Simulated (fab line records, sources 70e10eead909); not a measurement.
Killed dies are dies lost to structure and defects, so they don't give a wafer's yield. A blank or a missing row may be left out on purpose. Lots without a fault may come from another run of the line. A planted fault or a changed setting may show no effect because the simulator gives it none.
A struck lot beside a sound one | flow nand_harc | 20 steps out of a route of 1302
Sound: wafers L220.3, L220.4, L220.5. Struck: wafers L226.1, L226.3, L226.6. The cause comes at the end.
At each step with rows: each side's tool, then ch and its chambers, then its first start. Under that, the readings that differ: sound wafers | struck wafers | difference of the means | sigmas: that difference in standard deviations of wafers without a fault.
alike: readings whose means differ by less than 2 such deviations, and words and numbers that are the same on both sides. not compared: withheld readings, readings that some wafer has no value for, bounds like >300 that may hide the same value, and numbers for which the record gives no deviation and whose values overlap.
The two part at a step that has a row with sigmas, a row that says differs or no value, or rows on one side only. Numbers that don't overlap but have no deviation are shown without sigmas and don't part them. A reading that every wafer of one side lacks parts them only if that side has two wafers or more.

NHARC_P_GATE_CD_MEAS_59: target cd 720 nm.
  sound on cd_sem-01 ch 0, day 8 12:29; struck on cd_sem-01 ch 0, day 10 19:37
  alike: cd_nm
then, 1 step without rows for these wafers: NHARC_P_GATE_HARDBAKE_60 (time 80 s).
NHARC_P_GATE_DESCUM_61: chemistry O2, time 3 s.
  sound on rie_diel-03 ch 0,2, day 8 12:38; struck on rie_diel-02 ch 0,1,2, day 10 19:46
  alike: drypump_motor_current_A, o2_flow_sccm, oes_product_au, rf_vpp_V, showerhead_plenum_p_Torr, throttle_valve_pct
  not compared: rf_hours_counter_h
then, 1 step without rows for these wafers: NHARC_P_GATE_IMPLANT_62.
NHARC_P_GATE_STRIP_112: strips in N2/H2, time 200 s.
  sound on plasma_asher-01 ch 0,1, day 8 13:05; struck on plasma_asher-01 ch 0,1, day 10 20:11
  alike: drypump_motor_current_A, heater_power_w
  not compared: rf_hours_counter_h
NHARC_P_GATE_STRIP_76: strips in O2.
  sound on plasma_asher-01 ch 0,1, day 8 13:17; struck on plasma_asher-01 ch 0,1, day 10 20:25
  alike: drypump_motor_current_A, heater_power_w
  not compared: rf_hours_counter_h
then, 6 steps without rows for these wafers: NHARC_P_GATE_STRIP_63 (strips in SPM, time 900 s); NHARC_P_GATE_DEHYDRATE_83 (time 120 s); NHARC_P_GATE_HMDS_84 (time 30 s); NHARC_P_GATE_COAT_85; NHARC_P_GATE_SOFTBAKE_86 (time 95 s); NHARC_P_GATE_EBR_87.
NHARC_P_GATE_EXPOSE_88: exposes mask P HVN, target cd 2000 nm.
  sound on krf_scanner-01 ch 0, day 8 14:02; struck on krf_scanner-01 ch 0, day 10 21:10
  reading | sound                   | struck                           | difference | sigmas
  mask    | P_HVN#0 P_HVN#0 P_HVN#0 | P_HVN_R1#0 P_HVN_R1#0 P_HVN_R1#0 | differs    |
  alike: exposure_dose_mJ_cm2
then, 2 steps without rows for these wafers: NHARC_P_GATE_PEB_89 (peb time 85 s); NHARC_P_GATE_DEVELOP_90 (time 70 s).
NHARC_P_GATE_CD_MEAS_91: target cd 2000 nm.
  sound on cd_sem-03 ch 0, day 8 14:11; struck on cd_sem-01 ch 0, day 10 21:19
  reading    | sound                | struck               | difference | sigmas
  cd_nm (nm) | 1999.6 1997.8 1999.2 | 1957.6 1955.1 1956.6 | -42.4      | -19
then, 1 step without rows for these wafers: NHARC_P_GATE_HARDBAKE_92 (time 80 s).
NHARC_P_GATE_DESCUM_93: chemistry O2, time 3 s.
  sound on rie_diel-03 ch 1,2,3, day 8 14:21; struck on rie_diel-02 ch 0,1,3, day 10 21:29
  reading                 | sound          | struck         | difference | sigmas
  model.P_GATE.cd_nm (nm) | 1999 1998 1999 | 1957 1955 1956 | -43        |
  alike: drypump_motor_current_A, o2_flow_sccm, oes_product_au, rf_vpp_V, showerhead_plenum_p_Torr, throttle_valve_pct
  not compared: rf_hours_counter_h
then, 2 steps without rows for these wafers: NHARC_P_GATE_IMPLANT_94; NHARC_END_SORT_01.

WHERE THEY PART
First at NHARC_P_GATE_EXPOSE_88; last, within this record, at NHARC_P_GATE_CD_MEAS_91. Later steps at which nothing parts them and some readings are alike: NHARC_P_GATE_DESCUM_93.

WHY: what the simulator had put in
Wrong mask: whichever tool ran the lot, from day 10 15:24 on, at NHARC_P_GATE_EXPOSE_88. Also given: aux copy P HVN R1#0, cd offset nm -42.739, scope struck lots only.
